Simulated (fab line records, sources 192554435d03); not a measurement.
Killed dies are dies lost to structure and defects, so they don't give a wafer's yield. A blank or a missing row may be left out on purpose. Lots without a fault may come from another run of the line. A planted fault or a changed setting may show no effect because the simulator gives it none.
A struck lot beside a sound one | flow n5_finfet | 19 steps out of a route of 1938
Sound: wafers L898.2, L898.4, L898.6. Struck: wafers L902.2, L902.3, L902.6. The cause comes at the end.
At each step with rows: each side's tool, then ch and its chambers, then its first start. Under that, the readings that differ: sound wafers | struck wafers | difference of the means | sigmas: that difference in standard deviations of wafers without a fault.
alike: readings whose means differ by less than 2 such deviations, and words and numbers that are the same on both sides. not compared: withheld readings, readings that some wafer has no value for, bounds like >300 that may hide the same value, and numbers for which the record gives no deviation and whose values overlap.
The two part at a step that has a row with sigmas, a row that says differs or no value, or rows on one side only. Numbers that don't overlap but have no deviation are shown without sigmas and don't part them. A reading that every wafer of one side lacks parts them only if that side has two wafers or more.

first, 9 steps without rows for these wafers: N5_BEOL_M12_DESCUM_15 (chemistry O2, time 7.9 s); N5_BEOL_M12_ETCH_59 (etches BARC in N2/H2, target depth 89 nm, overetch 26.7 nm, time 67.9 s); N5_BEOL_M12_VIA_ETCH_16 (etches SiOC in C4F8/O2/Ar, target depth 724.8 nm); N5_BEOL_M12_STRIP_63 (strips in N2/H2); N5_BEOL_M12_STRIP_64 (strips in N2/H2); N5_BEOL_M12_STRIP_71 (strips in post etch residue remover, time 60 s); N5_BEOL_M12_SRD_72 (time 30 s, dry time 30 s); N5_BEOL_M12_COAT_65 (time 60 s, resist thk 300 nm); N5_BEOL_M12_COAT_66 (time 60 s, resist thk 110 nm).
N5_BEOL_M12_COAT_22: resist thk 300 nm.
  sound on litho_track-03 ch 0, day 12 15:33; struck on litho_track-03 ch 0, day 14 07:55
  reading                                    | sound                | struck               | difference | sigmas
  spin_speed_rpm (rpm)                       | 2887.2 2885.5 2886.6 | 2722.4 2721.1 2720.4 | -165.1     | -92
  model.coat_of_BEOL_M12_COAT_22.thk_nm (nm) | 298.6 300.2 299.4    | 307.4 307.6 307.6    | +8.1       |
then, 7 steps without rows for these wafers: N5_BEOL_M12_EBR_24; N5_BEOL_M12_SOFTBAKE_23 (time 60 s); N5_BEOL_M12_EXPOSE_25 (exposes mask M12); N5_BEOL_M12_PEB_26 (peb time 90 s); N5_BEOL_M12_DEVELOP_27 (develop time 45 s); N5_BEOL_M12_HARDBAKE_32 (time 120 s); N5_BEOL_M12_DESCUM_33 (chemistry O2, time 7.9 s).
N5_BEOL_M12_ETCH_67: etches SiARC in CF4, target depth 143 nm, time 238.3 s.
  sound on rie_diel-03 ch 1,3, day 12 15:58; struck on rie_diel-01 ch 0,1,3, day 14 08:27
  reading                                    | sound         | struck            | difference | sigmas
  model.coat_of_BEOL_M12_COAT_22.thk_nm (nm) | 210 212 210.8 | 218.8 218.8 218.6 | +7.8       |
  alike: chamber_pressure_mTorr, drypump_motor_current_A, etch_rf_on_time_s, oes_product_au, rf_vpp_V, showerhead_plenum_p_Torr, throttle_valve_pct
  not compared: rf_hours_counter_h
then, 1 step without rows for these wafers: N5_BEOL_M12_ETCH_68 (etches SOC in N2/H2, time 285 s).

WHERE THEY PART
Only at N5_BEOL_M12_COAT_22, within this record. Later steps at which nothing parts them and some readings are alike: N5_BEOL_M12_ETCH_67.

WHY: what the simulator had put in
Process parameter drift: litho_track-03, from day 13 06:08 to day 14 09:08, at N5_BEOL_M12_COAT_22. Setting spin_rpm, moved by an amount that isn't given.
